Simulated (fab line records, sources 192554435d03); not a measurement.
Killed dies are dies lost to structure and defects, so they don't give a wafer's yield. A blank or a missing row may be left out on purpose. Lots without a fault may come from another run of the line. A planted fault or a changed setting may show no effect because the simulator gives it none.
A struck lot beside a sound one | flow n5_finfet | 15 steps out of a route of 1938
Sound: wafers L731.1, L731.4, L731.6. Struck: wafers L740.3, L740.4. (L740.5 of the same lot was not struck and is left out.) The cause comes at the end.
At each step with rows: each side's tool, then ch and its chambers, then its first start. Under that, the readings that differ: sound wafers | struck wafers | difference of the means | sigmas: that difference in standard deviations of wafers without a fault.
alike: readings whose means differ by less than 2 such deviations, and words and numbers that are the same on both sides. not compared: withheld readings, readings that some wafer has no value for, bounds like >300 that may hide the same value, and numbers for which the record gives no deviation and whose values overlap.
The two part at a step that has a row with sigmas, a row that says differs or no value, or rows on one side only. Numbers that don't overlap but have no deviation are shown without sigmas and don't part them. A reading that every wafer of one side lacks parts them only if that side has two wafers or more.

first, 7 steps without rows for these wafers: N5_PASSIVATION_COAT_38; N5_PASSIVATION_EBR_40; N5_PASSIVATION_SOFTBAKE_39 (time 120 s); N5_PASSIVATION_EXPOSE_41 (exposes mask PASS OPEN, defocus 0 nm, target cd 40000 nm); N5_PASSIVATION_PEB_42; N5_PASSIVATION_DEVELOP_43 (develop time 60 s); N5_PASSIVATION_HARDBAKE_45 (time 120 s).
N5_PASSIVATION_CD_MEAS_44: target cd 40000 nm.
  sound on cd_sem-01 ch 0, day 15 20:32; struck on cd_sem-02 ch 0, day 18 10:53
  alike: cd_nm
N5_PASSIVATION_OVL_MEAS_66:
  sound on overlay-01 ch 0, day 15 20:34; struck on overlay-01 ch 0, day 18 10:55
  alike: PASS_OPEN_OVL
N5_PASSIVATION_INSPECT_67: inspects for defects (macro).
  sound on defect_inspect-02, day 15 20:35; struck on defect_inspect-02, day 18 10:56
  alike: raw_defect_count
N5_PASSIVATION_DESCUM_46: chemistry O2, time 7.9 s.
  sound on rie_diel-06 ch 0,3, day 15 20:41; struck on rie_diel-02 ch 1,2, day 18 10:58
  reading                     | sound       | struck  | difference | sigmas
  drypump_motor_current_A (A) | 6.8 5.9 6.8 | 5.2 5.5 | -1.2       | -2
  alike: oes_product_au, rf_vpp_V, showerhead_plenum_p_Torr, throttle_valve_pct
  not compared: rf_hours_counter_h
N5_PASSIVATION_PASS_ETCH_47: etches SiNx in CF4/O2, target depth 770 nm, time 385 s.
  sound on rie_diel-06 ch 0,3, day 15 20:43; struck on rie_diel-02 ch 1,2, day 18 11:00
  reading                     | sound       | struck  | difference | sigmas
  drypump_motor_current_A (A) | 6.8 5.9 6.8 | 5.1 5.5 | -1.2       | -2
  alike: oes_f_703_au, oes_product_au, rf_vpp_V, showerhead_plenum_p_Torr, throttle_valve_pct
  not compared: rf_hours_counter_h
N5_PASSIVATION_ETCH_54: etches SiO2 in CHF3/O2, target depth 880 nm, time 440 s.
  sound on rie_diel-06 ch 0,3, day 15 20:57; struck on rie_diel-02 ch 1,2, day 18 11:14
  reading                                 | sound             | struck    | difference | sigmas
  drypump_motor_current_A (A)             | 6.8 5.9 6.8       | 5.2 5.5   | -1.2       | -2
  model.PASSIVATION.feature_depth_nm (nm) | 890.8 883.4 887.6 | 1206 1207 | +319       |
  model.etch.depth_nm (nm)                | 890.7 883.3 887.7 | 1206 1207 | +319       |
  alike: oes_f_703_au, oes_product_au, rf_vpp_V, showerhead_plenum_p_Torr, throttle_valve_pct
  not compared: rf_hours_counter_h
N5_PASSIVATION_STRIP_48: strips in O2.
  sound on rie_diel-06 ch 0,3, day 15 21:14; struck on rie_diel-02 ch 1,2, day 18 11:31
  reading                     | sound       | struck  | difference | sigmas
  drypump_motor_current_A (A) | 6.7 5.8 6.8 | 5.1 5.4 | -1.2       | -2
  alike: oes_product_au, rf_vpp_V, showerhead_plenum_p_Torr, throttle_valve_pct
  not compared: rf_hours_counter_h
N5_PASSIVATION_PROBE_49:
  the record has rows for the struck wafers here (prober-01, day 18 14:07) and none for the sound ones

WHERE THEY PART
First at N5_PASSIVATION_DESCUM_46; last, within this record, at N5_PASSIVATION_PROBE_49.

WHY: what the simulator had put in
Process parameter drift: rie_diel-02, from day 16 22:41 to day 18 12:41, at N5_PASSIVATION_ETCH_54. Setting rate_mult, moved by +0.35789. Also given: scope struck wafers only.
